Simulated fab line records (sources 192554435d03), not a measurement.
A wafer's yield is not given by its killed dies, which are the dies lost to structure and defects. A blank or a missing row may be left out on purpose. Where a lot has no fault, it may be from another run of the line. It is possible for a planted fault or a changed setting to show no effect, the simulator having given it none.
A struck lot beside a sound one / flow n5-finfet / 19 out of 1938 route steps
Sound: wafers L989.3, L989.4, L989.6. Wafers struck: L992.2, L992.3, L992.6. At the end, the cause is stated.
Order at every step that has rows: each side's tool, ch and its chambers, its first start. Under that, the readings that differ: sound wafers / struck wafers / difference of the means / sigmas: that difference in standard deviations of wafers without a fault.
alike: same words and numbers on both sides, and readings whose means sit less than 2 such deviations apart. not compared: any withheld reading, any reading some wafer has no value for, any bound like >300 that may hide the same value, and any number with overlapping values for which the record gives no deviation.
A row with sigmas, a row that says differs or no value, or rows on one side alone: a step with any of these is where the two part. Numbers that don't overlap but have no deviation are shown without sigmas and don't part them. A reading missing from all wafers of one side parts the sides only when that side holds two or more wafers.

N5_BEOL_M7_STRIP_80: strips in N2/H2, time 10 s.
  sound on rie-diel-05 ch 0,1,3; struck on rie-diel-02 ch 0,1
  alike: drypump-motor-current-A, oes-product-au, rf-vpp-V, showerhead-plenum-p-Torr, throttle-valve-pct
  not compared: rf-hours-counter-h
N5_BEOL_M7_OCD_MEAS_38:
  sound on ocd-01 at day 12 00:44; struck on ocd-02 at day 12 15:15
  alike: trench-depth-nm
then, 4 steps without rows for these wafers: N5_BEOL_M7_HM_STRIP_39 (strips TiN in peroxide tin strip, target depth 25 nm, time 158 s); N5_BEOL_M7_SRD_40 (time 30 s); N5_BEOL_M7_PRECLEAN_42 (cleans in residue remover, time 60 s); N5_BEOL_M7_SRD_43 (time 30 s).
N5_BEOL_M7_CD_MEAS_35: target cd 40 nm.
  sound on cd-sem-02 at day 12 00:54; struck on cd-sem-02 at day 12 15:25
  alike: cd-nm
then, 1 step without rows for these wafers: N5_BEOL_M7_CURE_75 (cures SiCOH lowk, time 120 s).
N5_BEOL_M7_DEGAS_44: time 60 s.
  sound on pvd-sputter-01 at day 12 01:21; struck on pvd-sputter-01 at day 12 16:01
  alike: heater-power-w
N5_BEOL_M7_PRE_CLEAN_45: time 30 s.
  sound on pvd-sputter-01 at day 12 01:23; struck on pvd-sputter-01 at day 12 16:03
  alike: heater-power-w
then, 2 steps without rows for these wafers: N5_BEOL_M7_ALD_77 (deposits TaN, target thk 2 nm, pulse time 2 s, purge time 3 s); N5_BEOL_M7_SURFACE_TREAT_79.
N5_BEOL_M7_CVD_78: deposits Co from CCTBA/H2, target thk 2 nm, time 142.3 s.
  sound on cvd-co-02 ch 0,1,2, day 12 01:58; struck on cvd-co-02 ch 0,1, day 12 16:46
N5_BEOL_M7_SPUTTER_48: material Cu, target thk 10 nm, time 1.667 s.
  sound on pvd-sputter-02 at day 12 03:45; struck on pvd-sputter-02 at day 12 16:53
  alike: bias-v, throttle-valve-pct
then, 1 step without rows for these wafers: N5_BEOL_M7_ECD_50 (material Cu, target thk 300 nm).
N5_BEOL_M7_ANNEAL_51: time 90 s.
  sound on rtp-anneal-01 ch 0, day 12 04:08; struck on rtp-anneal-02 ch 0, day 12 17:08
reading=wafer_temp_C_max; sound=225.7 226.0 225.7; struck=226.6 226.6 226.5; difference=+0.8; sigmas=+3
N5_BEOL_M7_CMP_52: polishes, stops on SiCOH lowk, t overpolish 6.9 s, target thk 80 nm.
  sound on cmp-02 ch 0,3, day 12 04:20; struck on cmp-02 ch 1,2, day 12 17:24
reading=barrier-field-endpoint-s (s); sound=28.3 28.7 30.2; struck=31.0 31.9 31.3; difference=+2.3; sigmas=+4
  alike: motor-current-A, overpolish-run-s, retaining-ring-pressure-frac, time-to-endpoint-s
N5_BEOL_M7_THK_MEAS_53: measures by xrf.
  sound on film-metro-01 at day 12 04:38; struck on film-metro-01 at day 12 17:42
  alike: M7_THK
-- here the record skips 3 days between the struck wafers' starts before and after, leaving off in module BEOL_M7 and picking up in module PASSIVATION (first step shown: number 1936 of the route) --
N5_PASSIVATION_PROBE_49:
  sound on prober-01 at day 15 11:30; struck on prober-02 at day 15 17:51
reading=killed_at_M4_up; sound=6 6 7; struck=18 19 17; difference=+12; sigmas=+2
  alike: defect-limited-yield, killed_at_M0_to_M3, killed-at-contacts, killed-at-front-end, killed-at-other, killed-dies, killed-open, killed-short, sort_bin_5_function, sort_bin_6_memory, sort-n-pass, sort-yield-pct
  not compared: sort_bin_8_speed

## WHERE THEY PART
First at N5_BEOL_M7_ANNEAL_51; last, within this record, at N5_PASSIVATION_PROBE_49.

WHY: the cause the simulator had injected
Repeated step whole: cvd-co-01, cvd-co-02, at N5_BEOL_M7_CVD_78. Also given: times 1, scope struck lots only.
